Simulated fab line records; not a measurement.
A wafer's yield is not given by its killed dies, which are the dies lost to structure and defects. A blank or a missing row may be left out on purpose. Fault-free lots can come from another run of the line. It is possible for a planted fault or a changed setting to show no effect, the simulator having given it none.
fab line records + flow n5_finfet
[record]
- lots = 10
- wafers = 29
- last_day = 17
route steps=1938 shown DUMMY_GATE@236 SPACER0@259 BEOL_M4@1111 PASSIVATION@1936
lots that met no fault: taken from a fault-free run of the same line
start_h: hours from the record's first day to the start of the lot's first wafer shown + wait_h: how many hours have passed since the lot's step before this one + " unchanged from the row above + L1.1+2: several wafers, shown together as one row + - either no value or no given start + * or withheld: withheld + < > ~ a bound
route shown NAME@n: a module of which the file shows steps, and the number in the route of the first + usual: mean and standard deviation over wafers with no fault + same: alike in all rows + chamber/n: place in a boat + sites: the reading at each site + _std_site: standard deviation across them + _edge_site: mean of outer sites minus mean of inner sites + radius_mm: for every site, how far away it sits from the centre of the wafer + mask NAME#n: copy n + behind: the most recent tool/chamber to have shaped the wafer + hold: the reason the lot was held/the length of the hold in hours/how it ended + device: which transistor (n, p or np) failed to switch + end of line: the same wafers' tests at the end of the route + a step with no rows: only its recipe + killed: the dies lost at the first sort to structure and to defects; this is not the yield of the wafer + map: dies across one wafer; x = killed, . = not, _ = none there
set.NAME: the setting that was run; set.NAME@STEP: the one run at that earlier step + model.NAME: the simulator's own value behind a step, which no gauge read
route steps across a sampled set of lots; one table per step, one row per wafer
services: a tool's chamber out of use, with start hour (start_h, from the record's first day; less than 0 if before it), hours out, and reason
[[steps]]
[step N5_DUMMY_GATE_ETCH_36]
[recipe]
- chemistry = CF4
- target = SiARC
- target_depth_a = 130
- pressure_mtorr = 40
- source_w = 545
- bias_w = 36
- Ar_flow_sccm = 100
- cf4_flow_sccm = 100
- ion_energy_ev = 80
[usual]
- drypump_motor_current_A = 5.8/0.5
- oes_product_au = 0.81/0.082
- rf_vpp_V = 184.2/0.83
- showerhead_plenum_p_Torr = 2.14/0.045
- throttle_valve_pct = 15.49/0.24
| lot.wafer | tool        | chamber | start_h | wait_h | drypump_motor_current_A | oes_product_au | rf_hours_counter_h | rf_vpp_V | showerhead_plenum_p_Torr | throttle_valve_pct |
|-----------|-------------|---------|---------|--------|-------------------------|----------------|--------------------|----------|--------------------------|--------------------|
| L482.1    | rie_diel-02 | 1       | 52.64   | 0.0    | 5.7                     | 0.86           | 53                 | 184.4    | 2.08                     | 15.33              |
| L482.5    | "           | 2       | "       | "      | 6.5                     | 0.74           | -                  | 184.0    | 2.15                     | 15.71              |
| L484.3    | rie_diel-02 | 1       | 66.09   | 0.0    | 5.7                     | 0.85           | 57                 | 184.6    | 2.08                     | 15.37              |
| L484.4    | "           | 3       | "       | "      | 5.4                     | 0.76           | 132                | 184.3    | 2.12                     | 15.62              |
| L484.6    | "           | 2       | "       | "      | 6.4                     | 0.74           | -                  | 183.6    | 2.15                     | 15.73              |
| L488.1    | rie_diel-02 | 1       | 89.09   | 0.0    | 5.6                     | 0.86           | 64                 | 184.8    | 2.08                     | 15.37              |
| L488.2    | "           | 2       | "       | "      | 6.5                     | 0.74           | 139                | 184.3    | 2.14                     | 15.73              |
| L488.5    | "           | 3       | "       | "      | 5.4                     | 0.76           | -                  | 183.8    | 2.11                     | 15.64              |
| L489.1    | rie_diel-02 | 1       | 101.15  | 0.0    | 5.7                     | 0.84           | 68                 | 181.7    | 2.08                     | 15.40              |
| L489.3    | "           | 0       | "       | "      | 5.4                     | 0.93           | 24                 | 184.8    | 2.09                     | 14.96              |
| L489.5    | "           | 1       | "       | "      | 5.7                     | 0.83           | -                  | 183.5    | 2.08                     | 15.38              |
| L490.1    | rie_diel-02 | 1       | 102.56  | 0.0    | 5.7                     | 0.84           | 69                 | 184.6    | 2.08                     | 15.38              |
| L490.3    | "           | 3       | "       | "      | 5.4                     | 0.75           | 142                | 183.8    | 2.11                     | 15.64              |
| L490.5    | "           | 3       | "       | "      | 5.4                     | 0.74           | -                  | 184.4    | 2.11                     | 15.65              |
| L494.1    | rie_diel-02 | 1       | 126.24  | 0.0    | 5.7                     | 0.85           | 76                 | 183.5    | 2.08                     | 15.40              |
| L494.4    | "           | 0       | "       | "      | 5.3                     | 0.95           | -                  | 183.2    | 2.09                     | 14.99              |
| L494.5    | "           | 1       | "       | "      | 5.7                     | 0.83           | -                  | 183.4    | 2.08                     | 15.38              |
| L495.2    | rie_diel-02 | 0       | 130.50  | 0.0    | 5.4                     | 0.94           | 33                 | 184.1    | 2.09                     | 14.99              |
| L495.4    | "           | 2       | "       | "      | 6.4                     | 0.74           | 149                | 183.8    | 2.14                     | 15.75              |
| L495.6    | "           | 3       | "       | "      | 5.4                     | 0.76           | -                  | 184.5    | 2.11                     | 15.65              |
| L497.3    | rie_diel-03 | 2       | 141.97  | 0.0    | 5.7                     | 0.71           | 221                | 185.3    | 2.21                     | 15.72              |
| L497.5    | "           | 2       | "       | "      | 5.7                     | 0.71           | -                  | 185.1    | 2.21                     | 15.73              |
| L497.6    | "           | 1       | "       | "      | 4.8                     | 0.94           | -                  | 184.9    | 2.19                     | 15.37              |
| L501.1    | rie_diel-05 | 2       | 166.24  | 0.0    | 5.9                     | 0.83           | 93                 | 185.6    | 2.16                     | 15.40              |
| L501.2    | "           | 3       | "       | "      | 6.4                     | 0.83           | 79                 | 185.2    | 2.10                     | 15.79              |
| L501.4    | "           | 0       | "       | "      | 5.8                     | 0.71           | 219                | 184.0    | 2.12                     | 15.72              |
| L504.1    | rie_diel-03 | 0       | 183.66  | 0.0    | 5.3                     | 0.85           | 79                 | 182.3    | 2.08                     | 15.47              |
| L504.2    | "           | 1       | "       | "      | 4.8                     | 0.91           | 17                 | 184.4    | 2.19                     | 15.41              |
| L504.6    | "           | 0       | "       | "      | 5.3                     | 0.85           | -                  | 183.1    | 2.08                     | 15.46              |
[step N5_DUMMY_GATE_ETCH_31]
[recipe]
- chemistry = C4F6/O2
- target = SiO2
- mask_material = SOC
- target_depth_a = 825
- time_s = 27.5
- ion_energy_ev = 250
- pressure_mtorr = 30
- source_w = 345
- bias_w = 185
- Ar_flow_sccm = 300
- C4F6_flow_sccm = 10
- O2_flow_sccm = 10
[usual]
- drypump_motor_current_A = 5.8/0.48
- oes_product_au = 0.81/0.075
- rf_vpp_V = 671/15
- showerhead_plenum_p_Torr = 2.84/0.052
- throttle_valve_pct = 21.05/0.23
| lot.wafer | tool        | chamber | start_h | wait_h | drypump_motor_current_A | oes_product_au | rf_hours_counter_h | rf_vpp_V | showerhead_plenum_p_Torr | throttle_valve_pct |
|-----------|-------------|---------|---------|--------|-------------------------|----------------|--------------------|----------|--------------------------|--------------------|
| L482.1    | rie_diel-05 | 2       | 53.04   | 0.0    | 5.9                     | 0.87           | 60                 | 645      | 2.88                     | 20.80              |
| L482.5    | "           | 3       | "       | "      | 6.4                     | 0.86           | -                  | 667      | 2.81                     | 21.43              |
| L484.3    | rie_diel-03 | 1       | 66.47   | 0.0    | 4.8                     | 0.70           | 237                | 687      | 2.92                     | 21.41              |
| L484.4    | "           | 2       | "       | "      | 5.7                     | 0.73           | 196                | 662      | 2.93                     | 21.11              |
| L484.6    | "           | 1       | "       | "      | 4.8                     | 0.70           | -                  | 687      | 2.92                     | 21.40              |
| L488.1    | rie_diel-05 | 1       | 89.40   | 0.0    | 5.6                     | 0.77           | 130                | 651      | 2.94                     | 20.85              |
| L488.2    | "           | 2       | "       | "      | 5.9                     | 0.85           | 68                 | 645      | 2.87                     | 20.84              |
| L488.5    | "           | 0       | "       | "      | 5.8                     | 0.73           | -                  | 680      | 2.82                     | 21.09              |
| L489.1    | rie_diel-02 | 0       | 101.47  | 0.0    | 5.4                     | 0.94           | 24                 | 688      | 2.81                     | 20.69              |
| L489.3    | "           | 1       | "       | "      | 5.7                     | 0.83           | 68                 | 669      | 2.77                     | 21.04              |
| L489.5    | "           | 0       | "       | "      | 5.4                     | 0.94           | -                  | 690      | 2.81                     | 20.70              |
| L490.1    | rie_diel-03 | 0       | 102.88  | 0.0    | 5.3                     | 0.87           | 54                 | 684      | 2.78                     | 21.08              |
| L490.3    | "           | 1       | "       | "      | 4.8                     | 0.69           | 248                | 687      | 2.91                     | 21.44              |
| L490.5    | "           | 0       | "       | "      | 5.3                     | 0.87           | -                  | 685      | 2.78                     | 21.07              |
| L494.1    | rie_diel-02 | 2       | 126.56  | 0.0    | 6.5                     | 0.73           | 147                | 669      | 2.85                     | 21.28              |
| L494.4    | "           | 2       | "       | "      | 6.5                     | 0.73           | -                  | 668      | 2.85                     | 21.26              |
| L494.5    | "           | 0       | "       | "      | 5.4                     | 0.94           | -                  | 690      | 2.81                     | 20.72              |
| L495.2    | rie_diel-02 | 3       | 130.82  | 0.0    | 5.4                     | 0.77           | 148                | 688      | 2.81                     | 21.13              |
| L495.4    | "           | 2       | "       | "      | 6.5                     | 0.73           | 149                | 667      | 2.84                     | 21.27              |
| L495.6    | "           | 2       | "       | "      | 6.4                     | 0.73           | -                  | 670      | 2.85                     | 21.26              |
| L497.3    | rie_diel-05 | 2       | 142.54  | 0.2    | 5.8                     | 0.83           | 85                 | 645      | 2.87                     | 20.86              |
| L497.5    | "           | 0       | "       | "      | 5.9                     | 0.72           | -                  | 682      | 2.82                     | 21.15              |
| L497.6    | "           | 1       | "       | "      | 5.7                     | 0.76           | -                  | 650      | 2.93                     | 20.85              |
| L501.1    | rie_diel-05 | 2       | 166.56  | 0.1    | 5.9                     | 0.82           | 93                 | 647      | 2.86                     | 20.87              |
| L501.2    | "           | 3       | "       | "      | 6.4                     | 0.83           | 79                 | 669      | 2.79                     | 21.48              |
| L501.4    | "           | 0       | "       | "      | 5.8                     | 0.71           | 219                | 680      | 2.81                     | 21.13              |
| L504.1    | rie_diel-05 | 3       | 183.98  | 0.0    | 6.4                     | 0.82           | 85                 | 667      | 2.79                     | 21.48              |
| L504.2    | "           | 2       | "       | "      | 5.8                     | 0.82           | 99                 | 644      | 2.86                     | 20.88              |
| L504.6    | "           | 2       | "       | "      | 5.8                     | 0.81           | -                  | 646      | 2.86                     | 20.87              |
[step N5_DUMMY_GATE_CD_MEAS_24]
[recipe]
- target_cd_nm = 15
[usual]
- cd_nm = 15.1/0.49
| lot.wafer | tool      | chamber | start_h | wait_h | cd_nm |
|-----------|-----------|---------|---------|--------|-------|
| L482.1    | cd_sem-01 | -       | 53.49   | 0.1    | 14.7  |
| L482.5    | "         | -       | "       | "      | 15.0  |
| L484.3    | cd_sem-02 | -       | 66.94   | 0.1    | 15.4  |
| L484.4    | "         | -       | "       | "      | 15.0  |
| L484.6    | "         | -       | "       | "      | 15.3  |
| L488.1    | cd_sem-02 | -       | 89.85   | 0.1    | 15.7  |
| L488.2    | "         | -       | "       | "      | 15.8  |
| L488.5    | "         | -       | "       | "      | 15.1  |
| L489.1    | cd_sem-02 | -       | 101.91  | 0.1    | 15.2  |
| L489.3    | "         | -       | "       | "      | 14.1  |
| L489.5    | "         | -       | "       | "      | 14.7  |
| L490.1    | cd_sem-03 | -       | 103.32  | 0.1    | 14.3  |
| L490.3    | "         | -       | "       | "      | 14.9  |
| L490.5    | "         | -       | "       | "      | 15.2  |
| L494.1    | cd_sem-01 | -       | 127.01  | 0.1    | 15.7  |
| L494.4    | "         | -       | "       | "      | 16.0  |
| L494.5    | "         | -       | "       | "      | 15.2  |
| L495.2    | cd_sem-03 | -       | 131.27  | 0.1    | 15.1  |
| L495.4    | "         | -       | "       | "      | 15.1  |
| L495.6    | "         | -       | "       | "      | 15.0  |
| L497.3    | cd_sem-02 | -       | 143.00  | 0.1    | 15.9  |
| L497.5    | "         | -       | "       | "      | 15.2  |
| L497.6    | "         | -       | "       | "      | 15.5  |
| L501.1    | cd_sem-01 | -       | 167.01  | 0.1    | 14.7  |
| L501.2    | "         | -       | "       | "      | 15.0  |
| L501.4    | "         | -       | "       | "      | 15.3  |
| L504.1    | cd_sem-01 | -       | 184.42  | 0.1    | 15.6  |
| L504.2    | "         | -       | "       | "      | 15.0  |
| L504.6    | "         | -       | "       | "      | 15.1  |
[step N5_SPACER0_ALD_00]
[recipe]
- material = SiOCN
- target_thk_a = 35
- temp_c = 400
- ald_precursor_family = alkyl-aminosilane
- ald_co_reactant = O2/N2-plasma
- pulse_time_s = 3
- purge_time_s = 2
- co_reactant_purge_time_s = 2
- ald_cycles = 58
- pressure_torr = 2
[usual]
- ald_cycles = 58/0
- heater_power_w = 856/63
- precursor_pulse_height_rel = 0.997/0.02
[same]
- purge_time_s = 2
| lot.wafer | tool       | chamber | start_h | wait_h | ald_cycles | heater_power_w | precursor_pulse_height_rel |
|-----------|------------|---------|---------|--------|------------|----------------|----------------------------|
| L482.1    | ald_sin-02 | 1       | 54.37   | 0.1    | 58         | 812            | 0.981                      |
| L482.5    | "          | 2       | "       | "      | 58         | 879            | 1.040                      |
| L484.3    | ald_sin-02 | 3       | 67.40   | 0.1    | 58         | 772            | 1.012                      |
| L484.4    | "          | 1       | "       | "      | 58         | 797            | 0.958                      |
| L484.6    | "          | 2       | "       | "      | 58         | 892            | 0.989                      |
| L488.1    | ald_sin-01 | 3       | 90.92   | 0.1    | 58         | 919            | 0.955                      |
| L488.2    | "          | 2       | "       | "      | 58         | 854            | 1.016                      |
| L488.5    | "          | 2       | "       | "      | 58         | 852            | 1.015                      |
| L489.1    | ald_sin-04 | 1       | 102.54  | 0.1    | 58         | 973            | 1.017                      |
| L489.3    | "          | 3       | "       | "      | 58         | 808            | 1.035                      |
| L489.5    | "          | 1       | "       | "      | 58         | 982            | 0.989                      |
| L490.1    | ald_sin-02 | 2       | 103.80  | 0.1    | 58         | 920            | 1.009                      |
| L490.3    | "          | 3       | "       | "      | 58         | 777            | 1.008                      |
| L490.5    | "          | 3       | "       | "      | 58         | 782            | 0.994                      |
| L494.1    | ald_sin-01 | 2       | 127.48  | 0.1    | 58         | 856            | 0.989                      |
| L494.4    | "          | 3       | "       | "      | 58         | 909            | 0.990                      |
| L494.5    | "          | 2       | "       | "      | 58         | 854            | 0.971                      |
| L495.2    | ald_sin-01 | 2       | 132.28  | 0.1    | 70         | 869            | 0.983                      |
| L495.4    | "          | 3       | "       | "      | 58         | 911            | 0.992                      |
| L495.6    | "          | 3       | "       | "      | 58         | 895            | 0.998                      |
| L497.3    | ald_sin-01 | 2       | 143.74  | 0.1    | 70         | 857            | 1.007                      |
| L497.5    | "          | 0       | "       | "      | 58         | 754            | 1.007                      |
| L497.6    | "          | 3       | "       | "      | 58         | 934            | 0.974                      |
| L501.1    | ald_sin-02 | 3       | 167.48  | 0.1    | 58         | 764            | 1.012                      |
| L501.2    | "          | 1       | "       | "      | 58         | 827            | 1.010                      |
| L501.4    | "          | 0       | "       | "      | 58         | 892            | 0.970                      |
| L504.1    | ald_sin-04 | 1       | 184.98  | 0.1    | 58         | 981            | 0.959                      |
| L504.2    | "          | 0       | "       | "      | 58         | 833            | 0.984                      |
| L504.6    | "          | 3       | "       | "      | 58         | 826            | 0.990                      |
[step N5_BEOL_M4_RC_MEAS_101]
[usual]
- DIBL_N = 36.0/2.2
- DIBL_P = 35.9/2.6
- IOFF_N = 0.16/0.038
- IOFF_P = 0.21/0.042
- ION_N = 675/15
- ION_P = 463/10
- REXT_N = 75.4/2.1
- REXT_P = 100.3/1.9
- SS_N = 71.5/0.62
- SS_P = 73.2/0.76
- VT_N = 250/4.1
- VT_P = -251/3.6
| lot.wafer | tool      | chamber | start_h | wait_h | DIBL_N[mV/V] | DIBL_P[mV/V] | IOFF_N[nA/um] | IOFF_P[nA/um] | ION_N[uA/um] | ION_P[uA/um] | REXT_N[ohm.um] | REXT_P[ohm.um] | SS_N[mV/dec] | SS_P[mV/dec] | VT_N[mV] | VT_P[mV] |
|-----------|-----------|---------|---------|--------|--------------|--------------|---------------|---------------|--------------|--------------|----------------|----------------|--------------|--------------|----------|----------|
| L482.1    | prober-01 | 0       | 168.74  | 0.0    | 37.3         | 37.3         | 0.17          | 0.21          | 674          | 461          | 77.0           | 98.5           | 71.5         | 73.2         | 251      | -254     |
| L482.5    | "         | 0       | "       | "      | 35.4         | 35.0         | 0.14          | 0.19          | 667          | 454          | 77.7           | 99.2           | 71.6         | 72.4         | 251      | -253     |
| L484.3    | prober-02 | 0       | 194.41  | 0.3    | 33.3         | 33.6         | 0.12          | 0.15          | 657          | 446          | 77.6           | 99.3           | 70.9         | 73.0         | 253      | -255     |
| L484.4    | "         | 0       | "       | "      | 36.6         | 37.5         | 0.17          | 0.20          | 680          | 458          | 77.7           | 98.4           | 72.6         | 73.8         | 247      | -251     |
| L484.6    | "         | 0       | "       | "      | 34.8         | 34.4         | 0.14          | 0.15          | 656          | 444          | 77.9           | 100.6          | 71.8         | 73.3         | 251      | -255     |
| L488.1    | prober-01 | 0       | 214.28  | 0.0    | 36.5         | 35.6         | 0.15          | 0.20          | 672          | 462          | 71.5           | 98.4           | 71.5         | 73.3         | 249      | -249     |
| L488.2    | "         | 0       | "       | "      | 34.2         | 34.0         | 0.13          | 0.19          | 682          | 473          | 73.5           | 98.2           | 70.9         | 72.4         | 253      | -250     |
| L488.5    | "         | 0       | "       | "      | 35.0         | 34.3         | 0.13          | 0.19          | 673          | 465          | 71.9           | 99.4           | 70.7         | 72.6         | 251      | -249     |
| L490.1    | prober-02 | 0       | 215.85  | 0.0    | 37.8         | 37.3         | 0.16          | 0.19          | 675          | 459          | 74.1           | 100.4          | 71.2         | 73.3         | 252      | -254     |
| L490.3    | "         | 0       | "       | "      | 35.3         | 34.2         | 0.12          | 0.16          | 644          | 445          | 74.6           | 99.4           | 70.9         | 73.4         | 259      | -256     |
| L490.5    | "         | 0       | "       | "      | 35.8         | 33.6         | 0.13          | 0.15          | 653          | 446          | 73.7           | 99.7           | 71.9         | 72.5         | 256      | -259     |
| L489.1    | prober-01 | 0       | 219.77  | 0.0    | 35.3         | 34.6         | 0.13          | 0.17          | 673          | 464          | 74.2           | 101.4          | 70.8         | 72.6         | 251      | -255     |
| L489.3    | "         | 0       | "       | "      | 37.6         | 36.8         | 0.16          | 0.20          | 662          | 450          | 76.3           | 103.2          | 71.5         | 74.0         | 252      | -254     |
| L489.5    | "         | 0       | "       | "      | 39.0         | 39.5         | 0.21          | 0.24          | 684          | 464          | 75.8           | 101.6          | 72.3         | 74.1         | 246      | -252     |
| L495.2    | prober-02 | 0       | 247.47  | 0.2    | 33.4         | 32.9         | 0.11          | 0.16          | 649          | 447          | 86.7           | 110.7          | 70.0         | 72.8         | 255      | -254     |
| L495.4    | "         | 0       | "       | "      | 37.0         | 36.6         | 0.16          | 0.25          | 671          | 471          | 78.0           | 99.1           | 71.9         | 73.8         | 247      | -248     |
| L495.6    | "         | 0       | "       | "      | 36.8         | 36.4         | 0.16          | 0.24          | 685          | 473          | 78.9           | 100.3          | 71.2         | 72.4         | 250      | -253     |
| L494.1    | prober-02 | 0       | 253.67  | 0.0    | 35.7         | 35.0         | 0.15          | 0.19          | 671          | 464          | 76.3           | 99.5           | 70.9         | 72.2         | 248      | -250     |
| L494.4    | "         | 0       | "       | "      | 32.8         | 31.4         | 0.11          | 0.15          | 670          | 458          | 76.4           | 99.6           | 70.7         | 72.1         | 253      | -254     |
| L494.5    | "         | 0       | "       | "      | 36.7         | 34.6         | 0.16          | 0.19          | 669          | 457          | 75.6           | 100.1          | 71.8         | 72.8         | 249      | -250     |
| L497.3    | prober-01 | 0       | 262.40  | 0.3    | 32.7         | 34.8         | 0.13          | 0.17          | 659          | 450          | 81.8           | 109.3          | 70.6         | 72.8         | 252      | -252     |
| L497.5    | "         | 0       | "       | "      | 37.0         | 38.6         | 0.19          | 0.25          | 691          | 475          | 75.4           | 100.2          | 71.3         | 73.8         | 246      | -247     |
| L497.6    | "         | 0       | "       | "      | 34.2         | 34.9         | 0.15          | 0.19          | 694          | 480          | 72.4           | 97.7           | 71.1         | 72.6         | 249      | -250     |
| L501.1    | prober-02 | 0       | 293.57  | 0.0    | 38.0         | 39.0         | 0.20          | 0.25          | 685          | 465          | 74.4           | 99.7           | 72.1         | 74.5         | 248      | -251     |
| L501.2    | "         | 0       | "       | "      | 34.9         | 35.5         | 0.15          | 0.19          | 689          | 469          | 73.7           | 100.0          | 71.6         | 73.0         | 250      | -250     |
| L501.4    | "         | 0       | "       | "      | 34.1         | 34.3         | 0.13          | 0.18          | 664          | 458          | 74.4           | 99.2           | 71.3         | 73.1         | 253      | -254     |
| L504.1    | prober-02 | 0       | 306.35  | 0.0    | 36.0         | 37.0         | 0.18          | 0.25          | 684          | 464          | 76.4           | 101.9          | 71.0         | 73.4         | 245      | -248     |
| L504.2    | "         | 0       | "       | "      | 35.7         | 36.7         | 0.18          | 0.25          | 693          | 475          | 74.4           | 101.2          | 71.2         | 73.6         | 244      | -245     |
| L504.6    | "         | 0       | "       | "      | 35.6         | 37.8         | 0.19          | 0.28          | 700          | 491          | 76.5           | 100.2          | 71.5         | 74.2         | 245      | -245     |
[step N5_PASSIVATION_PROBE_49]
[usual]
- defect_limited_yield = 91.4/1.6
- killed_at_M0_to_M3 = 35/10
- killed_at_M4_up = 12/4.7
- killed_at_contacts = 12/5.8
- killed_at_front_end = 38/12
- killed_at_other = 4/3.2
- killed_dies = 102/18
- killed_open = 68/14
- killed_short = 32/8
- sort_bin_5_function = 5.1/0.96
- sort_bin_6_memory = 3.2/0.77
- sort_bin_8_speed = 0.1/0.39
- sort_n_pass = 1078/20
- sort_yield_pct = 91.3/1.7
[same]
- gross_dies = 1180
- killed_at_back_side = 0
- sort_bin_4_leakage[%] = 0
| lot.wafer | tool      | chamber | start_h | wait_h | defect_limited_yield[%] | killed_at_M0_to_M3 | killed_at_M4_up | killed_at_contacts | killed_at_front_end | killed_at_other | killed_dies | killed_open | killed_short | sort_bin_5_function[%] | sort_bin_6_memory[%] | sort_bin_8_speed[%] | sort_n_pass | sort_yield_pct[%] |
|-----------|-----------|---------|---------|--------|-------------------------|--------------------|-----------------|--------------------|---------------------|-----------------|-------------|-------------|--------------|------------------------|----------------------|---------------------|-------------|-------------------|
| L490.1    | prober-01 | -       | 325.63  | 0.0    | 91.8                    | 33                 | 10              | 13                 | 39                  | 2               | 97          | 75          | 22           | 4.8                    | 3.3                  | 0                   | 1083        | 91.8              |
| L490.3    | prober-01 | -       | 325.73  | 0.1    | 94.6                    | 21                 | 10              | 6                  | 24                  | 3               | 64          | 43          | 19           | 3.4                    | 1.6                  | 0.2                 | 1114        | 94.4              |
| L490.5    | prober-01 | -       | 325.83  | 0.2    | 93.1                    | 29                 | 7               | 6                  | 35                  | 4               | 81          | 49          | 32           | 4.6                    | 2.0                  | 0                   | 1099        | 93.1              |
| L497.3    | prober-02 | -       | 370.36  | 0.1    | 90.5                    | 29                 | 16              | 12                 | 54                  | 1               | 112         | 74          | 38           | 6.1                    | 2.9                  | 0                   | 1068        | 90.5              |
| L497.5    | prober-02 | -       | 370.46  | 0.2    | 90.6                    | 41                 | 10              | 11                 | 45                  | 4               | 111         | 71          | 40           | 5.4                    | 3.9                  | 0                   | 1069        | 90.6              |
| L497.6    | prober-02 | -       | 370.51  | 0.3    | 90.3                    | 34                 | 10              | 18                 | 52                  | 0               | 114         | 77          | 37           | 5.5                    | 4.2                  | 0                   | 1066        | 90.3              |
| L501.2    | prober-01 | -       | 394.35  | 0.1    | 91.6                    | 23                 | 5               | 4                  | 61                  | 6               | 99          | 64          | 35           | 4.4                    | 3.6                  | 0                   | 1081        | 91.6              |
// killed by level:class
L490.1 FIN_SAQP:geometric_particle:open=15 MOL_CONTACT_COAG:geometric_particle:open=12 BEOL_M2:geometric_particle:open=11 STI_FIN_REVEAL:geometric_particle:open=8 BEOL_M0:geometric_particle:open=8 BEOL_M0_SAQP:geometric_particle:open=4 BEOL_M4:geometric_particle:open=4 FIN_SAQP:geometric_particle:short=3
L490.3 DUMMY_GATE:geometric_particle:open=10 BEOL_M4:geometric_particle:open=7 BEOL_M1:geometric_particle:open=5 MOL_CONTACT_COAG:geometric_particle:open=4 BEOL_M0_SAQP:geometric_particle:short=4 BEOL_M2:geometric_particle:open=4 BEOL_M0:geometric_particle:open=3 FIN_SAQP:geometric_particle:open=2
L490.5 STI_FIN_REVEAL:geometric_particle:open=9 BEOL_M2:geometric_particle:open=6 FIN_SAQP:geometric_particle:short=4 STI_FIN_REVEAL:geometric_particle:short=4 MOL_CONTACT_COAG:geometric_particle:open=4 BEOL_M0_SAQP:geometric_particle:open=4 BEOL_M0:geometric_particle:open=4 FIN_SAQP:geometric_particle:open=3
L497.3 FIN_SAQP:geometric_particle:open=15 FIN_SAQP:geometric_particle:short=11 BEOL_M3:geometric_particle:open=11 MOL_CONTACT_COAG:geometric_particle:open=10 BEOL_M4:geometric_particle:open=7 GATE_CUT:geometric_particle:open=6 STARTING-WAFER:geometric_particle:short=6 BEOL_M0_SAQP:geometric_particle:open=5
L497.5 BEOL_M3:geometric_particle:open=19 FIN_SAQP:geometric_particle:open=16 FIN_SAQP:geometric_particle:short=10 BEOL_M0_SAQP:geometric_particle:short=10 MOL_CONTACT_COAG:geometric_particle:open=9 DUMMY_GATE:geometric_particle:open=6 BEOL_M1:geometric_particle:short=4 BEOL_M5:geometric_particle:open=3
L497.6 FIN_SAQP:geometric_particle:open=17 MOL_CONTACT_COAG:geometric_particle:open=15 BEOL_M0_SAQP:geometric_particle:short=14 STI_FIN_REVEAL:geometric_particle:open=12 BEOL_M0_SAQP:geometric_particle:open=8 BEOL_M4:geometric_particle:open=6 FIN_SAQP:geometric_particle:short=4 GATE_CUT:geometric_particle:short=4
L501.2 STI_FIN_REVEAL:geometric_particle:open=17 DUMMY_GATE:geometric_particle:open=9 BEOL_M3:geometric_particle:open=8 FIN_SAQP:geometric_particle:open=7 FIN_SAQP:geometric_particle:short=6 MIM_TOP:geometric_particle:open=5 STARTING-WAFER:geometric_particle:short=5 STARTING-WAFER:geometric_particle:open=5
[[services]]
| tool        | chamber | start_h | hours | kind                          |
|-------------|---------|---------|-------|-------------------------------|
| ald_sin-01  | 2       | 37.67   | 17.9  | repair                        |
| ald_sin-04  | 3       | 47.30   | 10.1  | repair                        |
| rie_diel-02 | -       | 89.59   | 0.7   | repair                        |
| rie_diel-02 | 2       | 95.78   | 4.7   | repair                        |
| rie_diel-02 | 3       | 97.68   | 4.5   | repair                        |
| ald_sin-04  | 3       | 102.77  | 18.7  | repair                        |
| rie_diel-03 | 1       | 109.14  | -     | clean                         |
| rie_diel-03 | 1       | 109.14  | -     | consumable_replace:focus_ring |
| rie_diel-03 | 1       | 109.14  | 17.6  | scheduled_down                |
| rie_diel-03 | 1       | 109.14  | 17.6  | vent_cycle                    |
| rie_diel-02 | 3       | 119.31  | 7.9   | repair                        |
| rie_diel-05 | -       | 122.19  | 0.2   | repair                        |
| rie_diel-05 | 3       | 129.67  | 16.7  | repair                        |
| ald_sin-01  | 1       | 144.50  | 5.2   | repair                        |
| ald_sin-02  | 0       | 151.84  | 12.4  | repair                        |
| rie_diel-05 | -       | 159.80  | 1.1   | repair                        |
| ald_sin-01  | -       | 177.18  | 14.0  | pm                            |
| ald_sin-01  | 0       | 177.18  | 14.0  | vent_cycle                    |
| ald_sin-01  | 1       | 177.18  | 14.0  | vent_cycle                    |
| ald_sin-01  | 2       | 177.18  | 14.0  | vent_cycle                    |
| ald_sin-01  | 3       | 177.18  | 14.0  | vent_cycle                    |
[[key]]
[first_sign]
- step = N5_SPACER0_ALD_00
- reading = ald_cycles
- direction = up
- sigmas = 99+
- usual = *
- struck = *
[effect]
- step = N5_BEOL_M4_RC_MEAS_101
- reading = REXT_P
- direction = up
- sigmas = 5.1
- usual = 100.3
- struck = 110.0
[effect]
- step = N5_BEOL_M4_RC_MEAS_101
- reading = REXT_N
- direction = up
- sigmas = 4.2
- usual = 75.4
- struck = 84.3
met_at N5_SPACER0_ALD_00
struck_lots L495,L497
struck_wafers L495.2,L497.3
not_acting_at N5_DUMMY_GATE_ETCH_36,N5_DUMMY_GATE_ETCH_31,N5_DUMMY_GATE_CD_MEAS_24
onset_between 127.48 132.28
[fault]
- kind = process_parameter_drift
- tool = ald_sin-01
- chamber = -
- onset_h = 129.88
- steps = N5_SPACER0_ALD_00
- channel = ald_cycles
- offset = *
- shape = step
- end_h = 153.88
- scope = struck_wafers_only
- acts_in = *
- stated = *
